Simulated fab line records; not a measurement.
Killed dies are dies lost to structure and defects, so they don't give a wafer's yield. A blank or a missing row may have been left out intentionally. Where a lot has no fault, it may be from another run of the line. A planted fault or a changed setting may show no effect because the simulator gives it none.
Matching of chambers + flow n5_finfet + rie_diel-06 running N5_BEOL_M3_ETCHBACK_99: 4 sister chambers
The step etches SiO2 in CHF3, target depth 5 nm, time 10.4 s. 22 wafers are shown with their chamber, then 11 later ones without.

== WAFERS PAIRED WITH THEIR CHAMBERS ==
| wafer  | chamber | showerhead_plenum_p_Torr (Torr) | oes_product_au (a.u.) | throttle_valve_pct (%) |
|--------|---------|---------------------------------|-----------------------|------------------------|
| L077.1 | 3       | 1.99                            | 0.79                  | 16.78                  |
| L077.2 | 1       | 2.12                            | 0.68                  | 17.18                  |
| L077.5 | 0       | 2.20                            | 0.96                  | 16.81                  |
| L080.1 | 2       | 2.26                            | 0.82                  | 16.90                  |
| L080.2 | 1       | 2.12                            | 0.67                  | 17.22                  |
| L080.4 | 3       | 1.99                            | 0.78                  | 16.79                  |
| L081.2 | 2       | 2.26                            | 0.83                  | 16.89                  |
| L081.3 | 3       | 1.99                            | 0.78                  | 16.79                  |
| L081.6 | 0       | 2.20                            | 0.93                  | 16.80                  |
| L082.1 | 2       | 2.26                            | 0.82                  | 16.90                  |
| L082.2 | 3       | 1.99                            | 0.78                  | 16.80                  |
| L082.6 | 1       | 2.12                            | 0.67                  | 17.19                  |
| L084.2 | 0       | 2.20                            | 0.93                  | 16.82                  |
| L084.4 | 1       | 2.12                            | 0.67                  | 17.19                  |
| L084.5 | 1       | 2.12                            | 0.68                  | 17.21                  |
| L087.1 | 3       | 1.99                            | 0.78                  | 16.81                  |
| L087.4 | 2       | 2.25                            | 0.82                  | 16.93                  |
| L087.5 | 2       | 2.25                            | 0.82                  | 16.92                  |
| L088.1 | 0       | 2.20                            | 0.91                  | 16.83                  |
| L088.3 | 3       | 1.99                            | 0.78                  | 16.81                  |
| L088.6 | 0       | 2.20                            | 0.91                  | 16.83                  |
| L089.3 | 3       | 1.99                            | 0.78                  | 16.82                  |

SIGNATURES (means of the wafers above)
| reading                  | chamber 0 | chamber 1 | chamber 2 | chamber 3 | scatter within a chamber |
|--------------------------|-----------|-----------|-----------|-----------|--------------------------|
| showerhead_plenum_p_Torr | 2.2000    | 2.1200    | 2.2560    | 1.9900    | 0.00258                  |
| oes_product_au           | 0.9280    | 0.6740    | 0.8220    | 0.7814    | 0.0105                   |
| throttle_valve_pct       | 16.8180   | 17.1980   | 16.9080   | 16.8000   | 0.015                    |
Rule: a wafer lies at a distance from a chamber equal to the root of the sum of squares, over the readings, of (its reading less the chamber's mean, divided by the reading's scatter). If the next closest chamber is less than 2 further off than the closest, the wafer can't be placed; otherwise it belongs to the closest. How the scatter is found: for the shown wafers, subtract from each reading the mean of its chamber, square and add these, divide the total by (wafers less chambers), then take the root.

== WAFERS WITHOUT THEIR CHAMBER ==
| wafer  | showerhead_plenum_p_Torr (Torr) | oes_product_au (a.u.) | throttle_valve_pct (%) |
|--------|---------------------------------|-----------------------|------------------------|
| L089.4 | 2.25                            | 0.82                  | 16.93                  |
| L089.6 | 2.12                            | 0.67                  | 17.22                  |
| L092.2 | 1.99                            | 0.78                  | 16.84                  |
| L092.4 | 1.99                            | 0.78                  | 16.84                  |
| L092.5 | 2.19                            | 0.91                  | 16.84                  |
| L094.2 | 2.11                            | 0.95                  | 16.75                  |
| L094.4 | 2.11                            | 0.96                  | 16.75                  |
| L094.6 | 2.25                            | 0.79                  | 16.95                  |
| L097.2 | 1.98                            | 0.77                  | 16.85                  |
| L097.3 | 2.19                            | 0.88                  | 16.85                  |
| L097.4 | 2.25                            | 0.80                  | 16.96                  |

== WHICH CHAMBER EACH WENT THROUGH ==
| wafer  | from the rows above | in truth                   |
|--------|---------------------|----------------------------|
| L089.4 | 2                   | 2                          |
| L089.6 | 1                   | 1                          |
| L092.2 | 3                   | 3                          |
| L092.4 | 3                   | 3                          |
| L092.5 | 0                   | 0                          |
| L094.2 | 0                   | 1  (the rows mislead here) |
| L094.4 | 0                   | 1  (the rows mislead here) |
| L094.6 | 2                   | 2                          |
| L097.2 | 3                   | 3                          |
| L097.3 | 0                   | 0                          |
| L097.4 | 2                   | 2                          |
9 of 11 placed correctly. Number that these rows cannot place: 0. Wrongly placed: 2.
